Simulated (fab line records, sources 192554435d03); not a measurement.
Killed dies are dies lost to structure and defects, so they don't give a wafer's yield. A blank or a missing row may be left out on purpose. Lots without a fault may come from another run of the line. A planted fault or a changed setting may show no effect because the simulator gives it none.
A struck lot beside a sound one | flow n5_finfet | 15 steps out of a route of 1938
Sound: wafers L966.1, L966.2, L966.3. Struck: wafer L956.3. (L956.2 of the same lot was not struck and is left out.) The cause comes at the end.
At each step with rows: each side's tool, then ch and its chambers, then its first start. Under that, the readings that differ: sound wafers | struck wafers | difference of the means | sigmas: that difference in standard deviations of wafers without a fault.
alike: readings whose means differ by less than 2 such deviations, and words and numbers that are the same on both sides. not compared: withheld readings, readings that some wafer has no value for, bounds like >300 that may hide the same value, and numbers for which the record gives no deviation and whose values overlap.
The two part at a step that has a row with sigmas, a row that says differs or no value, or rows on one side only. Numbers that don't overlap but have no deviation are shown without sigmas and don't part them. A reading that every wafer of one side lacks parts them only if that side has two wafers or more.

first, 4 steps without rows for these wafers: N5_BEOL_M8_SOFTBAKE_06 (time 60 s); N5_BEOL_M8_EXPOSE_08 (exposes mask M8); N5_BEOL_M8_PEB_09 (peb time 60 s); N5_BEOL_M8_DEVELOP_10 (develop time 30 s).
N5_BEOL_M8_CD_MEAS_11: target cd 38.5 nm.
  sound on cd_sem-03 ch 0, day 14 07:41; struck on cd_sem-02 ch 0, day 12 18:38
  alike: cd_nm
N5_BEOL_M8_OVL_MEAS_12:
  sound on overlay-01 ch 0, day 14 07:43; struck on overlay-02 ch 0, day 12 18:40
  alike: M8_OVL
N5_BEOL_M8_INSPECT_13: inspects for defects (brightfield).
  sound on defect_inspect-02, day 14 07:44; struck on defect_inspect-02, day 12 18:41
  reading          | sound       | struck | difference | sigmas
  raw_defect_count | 388 500 415 | 616    | +182       | +2
N5_BEOL_M8_DESCUM_16: chemistry O2, time 7.9 s.
  sound on rie_diel-02 ch 0,1,2, day 14 07:48; struck on rie_diel-04 ch 1, day 12 18:52
  alike: drypump_motor_current_A, o2_flow_sccm, oes_product_au, rf_vpp_V, showerhead_plenum_p_Torr, throttle_valve_pct
  not compared: rf_hours_counter_h
N5_BEOL_M8_ETCH_61: etches SiARC in CF4, target depth 45.5 nm, time 75.8 s.
  sound on rie_diel-02 ch 0,1,2, day 14 07:50; struck on rie_diel-04 ch 1, day 12 18:54
  alike: drypump_motor_current_A, etch_rf_on_time_s, oes_product_au, rf_vpp_V, showerhead_plenum_p_Torr, throttle_valve_pct
  not compared: rf_hours_counter_h
N5_BEOL_M8_ETCH_62: etches SOC in N2/H2, target depth 110 nm, overetch 22 nm, time 165 s.
  sound on rie_diel-02 ch 0,1,2, day 14 07:53; struck on rie_diel-04 ch 1, day 12 18:57
  alike: drypump_motor_current_A, n2_flow_sccm, oes_product_au, rf_vpp_V, showerhead_plenum_p_Torr, throttle_valve_pct
  not compared: rf_hours_counter_h
then, 1 step without rows for these wafers: N5_BEOL_M8_STRIP_68 (strips in N2/H2).
N5_BEOL_M8_STRIP_67: strips in CF4.
  sound on rie_diel-02 ch 0,1,2, day 14 08:02; struck on rie_diel-04 ch 1, day 12 19:06
  alike: drypump_motor_current_A, oes_product_au, rf_vpp_V, showerhead_plenum_p_Torr, throttle_valve_pct
  not compared: rf_hours_counter_h
N5_BEOL_M8_HM_OPEN_17: chemistry Cl2/BCl3, target TiN, target depth 20 nm, overetch 6 nm.
  sound on rie_metal-01 ch 0,1, day 14 08:04; struck on rie_metal-02 ch 1, day 12 19:08
  reading                                  | sound          | struck | difference | sigmas
  model.SOC_of_BEOL_M8_COAT_59.thk_nm (nm) | 92.2 92.6 92.2 | 87.4   | -4.9       |
  alike: drypump_motor_current_A, oes_product_au, throttle_valve_pct
  not compared: rf_hours_counter_h
N5_BEOL_M8_STRIP_19: strips in O2.
  sound on rie_diel-02 ch 0,1,2, day 14 08:11; struck on rie_diel-02 ch 3, day 12 19:15
  reading                | sound      | struck | difference | sigmas
  rf_hours_counter_h (h) | 250 84 251 | 74     | -121       |
  alike: drypump_motor_current_A, o2_flow_sccm, oes_product_au, rf_vpp_V, showerhead_plenum_p_Torr, throttle_valve_pct
N5_PASSIVATION_PROBE_49:
  the record has rows for the sound wafers here (prober-02, day 17 07:57) and none for the struck ones

WHERE THEY PART
First at N5_BEOL_M8_INSPECT_13; last, within this record, at N5_PASSIVATION_PROBE_49.

WHY: what the simulator had put in
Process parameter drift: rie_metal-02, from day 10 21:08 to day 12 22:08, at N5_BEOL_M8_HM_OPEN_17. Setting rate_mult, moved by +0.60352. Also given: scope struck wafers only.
